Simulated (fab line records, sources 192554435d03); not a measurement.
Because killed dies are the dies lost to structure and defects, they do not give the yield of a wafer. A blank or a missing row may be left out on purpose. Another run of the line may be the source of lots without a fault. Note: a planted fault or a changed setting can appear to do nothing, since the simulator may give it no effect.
Split-lot experiment / flow n5Finfet / route with 1938 steps; 7 lots, 21 wafers read

THE SPLIT
At N5_BEOL_M1_EXPOSE_25 (exposes mask V0, defocus 5 nm, target cd 24 nm), the setting doseMj was moved away from the recipe's 63 on 8 of the 21 wafers read, by -7.0% to +6.0%. This setting was run at the recipe's value on the other wafers.

FROM THE SPLIT TO THE READING: what the file shows between them, 2 steps
- N5_BEOL_M1_PEB_26: peb time 60 s
- N5_BEOL_M1_DEVELOP_27: develop time 30 s

THE READING
cdNm, in nm, at N5_BEOL_M1_CD_MEAS_28 (target cd y 23.3 nm). On this fab line, fault-free wafers typically give 23.92 nm with a standard deviation of 0.22 nm.

wafer=L077.3; tool, chamber at the split=euvScanner-02, 0; doseMj as run=63; against the recipe=recipe; cdNm, nm=23.56; against lot-mates on the recipe=-
wafer=L077.4; tool, chamber at the split=euvScanner-02, 0; doseMj as run=66.77; against the recipe=+6.0%; cdNm, nm=24.90; against lot-mates on the recipe=+1.34
wafer=L077.5; tool, chamber at the split=euvScanner-02, 0; doseMj as run=66.77; against the recipe=+6.0%; cdNm, nm=24.93; against lot-mates on the recipe=+1.37
wafer=L079.3; tool, chamber at the split=euvScanner-02, 0; doseMj as run=63; against the recipe=recipe; cdNm, nm=23.71; against lot-mates on the recipe=-
wafer=L079.5; tool, chamber at the split=euvScanner-02, 0; doseMj as run=59.43; against the recipe=-5.7%; cdNm, nm=22.51; against lot-mates on the recipe=-1.20
wafer=L079.6; tool, chamber at the split=euvScanner-02, 0; doseMj as run=59.43; against the recipe=-5.7%; cdNm, nm=22.74; against lot-mates on the recipe=-0.97
wafer=L082.4; tool, chamber at the split=euvScanner-02, 0; doseMj as run=63; against the recipe=recipe; cdNm, nm=23.86; against lot-mates on the recipe=-
wafer=L082.5; tool, chamber at the split=euvScanner-02, 0; doseMj as run=63; against the recipe=recipe; cdNm, nm=23.91; against lot-mates on the recipe=-
wafer=L082.6; tool, chamber at the split=euvScanner-02, 0; doseMj as run=63; against the recipe=recipe; cdNm, nm=23.76; against lot-mates on the recipe=-
wafer=L091.3; tool, chamber at the split=euvScanner-02, 0; doseMj as run=63; against the recipe=recipe; cdNm, nm=23.79; against lot-mates on the recipe=-
wafer=L091.4; tool, chamber at the split=euvScanner-02, 0; doseMj as run=63; against the recipe=recipe; cdNm, nm=23.90; against lot-mates on the recipe=-
wafer=L091.5; tool, chamber at the split=euvScanner-02, 0; doseMj as run=63; against the recipe=recipe; cdNm, nm=23.94; against lot-mates on the recipe=-
wafer=L093.1; tool, chamber at the split=euvScanner-01, 0; doseMj as run=60.85; against the recipe=-3.4%; cdNm, nm=23.31; against lot-mates on the recipe=-0.57
wafer=L093.2; tool, chamber at the split=euvScanner-01, 0; doseMj as run=63; against the recipe=recipe; cdNm, nm=23.98; against lot-mates on the recipe=-
wafer=L093.4; tool, chamber at the split=euvScanner-01, 0; doseMj as run=63; against the recipe=recipe; cdNm, nm=23.77; against lot-mates on the recipe=-
wafer=L095.2; tool, chamber at the split=euvScanner-01, 0; doseMj as run=65.85; against the recipe=+4.5%; cdNm, nm=24.62; against lot-mates on the recipe=+0.79
wafer=L095.5; tool, chamber at the split=euvScanner-01, 0; doseMj as run=63; against the recipe=recipe; cdNm, nm=23.83; against lot-mates on the recipe=-
wafer=L095.6; tool, chamber at the split=euvScanner-01, 0; doseMj as run=65.85; against the recipe=+4.5%; cdNm, nm=25.17; against lot-mates on the recipe=+1.34
wafer=L094.2; tool, chamber at the split=euvScanner-01, 0; doseMj as run=63; against the recipe=recipe; cdNm, nm=23.78; against lot-mates on the recipe=-
wafer=L094.4; tool, chamber at the split=euvScanner-01, 0; doseMj as run=63; against the recipe=recipe; cdNm, nm=23.80; against lot-mates on the recipe=-
wafer=L094.6; tool, chamber at the split=euvScanner-01, 0; doseMj as run=58.56; against the recipe=-7.0%; cdNm, nm=22.34; against lot-mates on the recipe=-1.45

FIT RESULTS
A straight line over all 21 wafers: cdNm changes by +0.204 nm for each +1% of doseMj; r = +0.98; the points scatter about the line by 0.15 nm.
The same after taking each lot's own level away (the mean of its wafers on the recipe; 21 wafers): +0.211 nm for each +1%; r = +0.99; scatter 0.12 nm.
According to that fit, moving doseMj by its largest amount changes the reading by 1.5 nm.
The span of the lots' own levels, 23.560 to 23.877 nm, comes to 1.4 times the standard deviation stated above.
Consequently the slope shifts little with the lot-to-lot level, the two slopes agreeing.
Check: for one of the wafers moved furthest among these (-7.0%), held out of the fit, the line's prediction against its lot-mates is -1.45 nm. Against them it came out at -1.45 nm.

THESE WAFERS: OTHER SPLITS
These wafers also went through other splits before the reading. Each is held against what the fit with the lots' levels taken away leaves over:
other split on the same wafers=N5_BEOL_M0_SAQP_PECVD_97 timeS; wafers away from the commonest value=9; r with cdNm (lot level and that fit taken away)=-0.11
other split on the same wafers=N5_BEOL_M0_SAQP_COAT_82 timeS; wafers away from the commonest value=3; r with cdNm (lot level and that fit taken away)=-0.05
other split on the same wafers=N5_BEOL_M0_SAQP_COAT_72 spinRpm; wafers away from the commonest value=4; r with cdNm (lot level and that fit taken away)=+0.22
other split on the same wafers=N5_BEOL_M0_SAQP_EXPOSE_37 doseMj; wafers away from the commonest value=7; r with cdNm (lot level and that fit taken away)=+0.02

THE WHOLE CHAIN: every reading that the file lists as answering this split, in the file's order
step=N5_BEOL_M1_CD_MEAS_28; what it does=target cd y 23.3 nm; reading=cdNm; change (the file's fit)=+0.209 nm for each +1% of the setting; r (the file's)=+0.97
step=N5_BEOL_M1_VIA_ETCH_34; what it does=etches the open film in C4F6/O2, target depth 67.8 nm, time 64.4 s; reading=BEOL_M1.cdNm (the simulator's own value, which no gauge read); change (the file's fit)=+0.183 nm for each +1% of the setting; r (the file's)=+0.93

FILE'S OWN FIT
cdNm changes by +0.209 nm for each +1% of doseMj, r = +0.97.
